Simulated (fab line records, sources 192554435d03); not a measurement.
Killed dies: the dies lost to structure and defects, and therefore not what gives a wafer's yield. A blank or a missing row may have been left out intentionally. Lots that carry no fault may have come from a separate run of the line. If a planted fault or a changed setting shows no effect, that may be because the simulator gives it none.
2 desks, one fault :: flow n5Finfet :: only its own numbers are on each desk; what lay behind them is given at the end
Where a reading is given only as a bound, like >300, the bound stands for it, and a mean or a difference that rests on one is marked > or <: the true number lies beyond.

## AT THE METROLOGY DESK
What the gauges read for every lot (on any tool): the sampled wafers with a number, averaged. Any lot whose mean is over 4 standard deviations away from the usual mean is out of limits and marked OUT; that distance is given in the brackets. Only the readings that lie furthest out on some lot appear, 7 of the 11 it has.
Columns: A = DIBL_N at N5_BEOL_M4_RC_MEAS_101, usual 36.3 mV/V; B = DIBL_P at N5_BEOL_M4_RC_MEAS_101, usual 36.5 mV/V; C = IOFF_P at N5_BEOL_M4_RC_MEAS_101, usual 0.22 nA/um; D = ION_N at N5_BEOL_M4_RC_MEAS_101, usual 677 uA/um; E = ION_P at N5_BEOL_M4_RC_MEAS_101, usual 466 uA/um; F = VT_N at N5_BEOL_M4_RC_MEAS_101, usual 249 mV; G = VT_P at N5_BEOL_M4_RC_MEAS_101, usual -248.9 mV
lot: L409
first seen here: day 4 05:14
A: 35.3
B: 35.4
C: 0.22
D: 673
E: 470
F: 250
G: -247.1

lot: L411
first seen here: day 4 16:30
A: 37.9
B: 37.9
C: 0.24
D: 691
E: 464
F: 247
G: -247.8

lot: L414
first seen here: day 5 10:23
A: 38.2
B: 38.5
C: 0.24
D: 694
E: 465
F: 247
G: -250.6

lot: L416
first seen here: day 5 21:52
A: 36.5
B: 38.3
C: 0.30
D: 695
E: 482
F: 244
G: -243.4

lot: L423
first seen here: day 7 16:50
A: 37.0
B: 37.6
C: 0.26
D: 677
E: 472
F: 248
G: -247.3

lot: L426
first seen here: day 8 11:23
A: 35.5
B: 34.5
C: 0.21
D: 674
E: 471
F: 250
G: -248.5

lot: L429
first seen here: day 9 02:29
A: 34.4
B: 34.4
C: 0.21
D: 672
E: 468
F: 251
G: -247.8

lot: L430
first seen here: day 9 06:36
A: 32.8
B: 32.8
C: 0.16
D: 654
E: 455
F: 255
G: -252.9

lot: L431
first seen here: day 9 18:13
A: 36.2
B: 36.9
C: 0.24
D: 682
E: 470
F: 248
G: -246.8
This desk's finding: nothing out of limits on any of the 9 lots.

## THE DEFECT DESK
Counts from the inspections along the route, per lot, as means over the sampled wafers that have a number. Any lot whose mean is over 4 standard deviations away from the usual mean is out of limits and marked OUT; that distance is given in the brackets.
Columns: A = rawDefectCount at N5_HKMG_FIN_INSPECT_14, usual 2.1
lot: L409
first seen here: day 4 05:15
A: 0.7

lot: L411
first seen here: day 4 16:31
A: 2.3

lot: L414
first seen here: day 5 10:25
A: 1.7

lot: L416
first seen here: day 5 21:53
A: 2.3

lot: L423
first seen here: day 7 16:52
A: >300 (+99 or more) OUT

lot: L426
first seen here: day 8 11:25
A: >300 (+99 or more) OUT

lot: L429
first seen here: day 9 02:31
A: 2.0

lot: L430
first seen here: day 9 06:37
A: 1.3

lot: L431
first seen here: day 9 18:14
A: 2.7
This desk's verdict: out of limits on L423, L426, starting with L423 at day 7 16:52 (rawDefectCount at N5_HKMG_FIN_INSPECT_14). L409, L411, L414, L416, L429, L430, L431 stayed within limits.

## PUT TOGETHER
The defect desk could have raised an alarm at day 7 16:52, on L423, L426.
Nothing out of limits was seen by the metrology desk.
The metrology desk holds a record of L423, L426, inside its limits.
On wetBench-04, each named lot ran N5_HKMG_FIN_WET_ETCH_77.

## WHAT THE SIMULATOR HAD PUT IN
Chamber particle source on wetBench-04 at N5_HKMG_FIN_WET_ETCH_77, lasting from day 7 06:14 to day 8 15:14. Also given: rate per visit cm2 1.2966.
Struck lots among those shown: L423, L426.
Hours from the fault's start to each desk's first reading out of limits: the defect desk, 11.
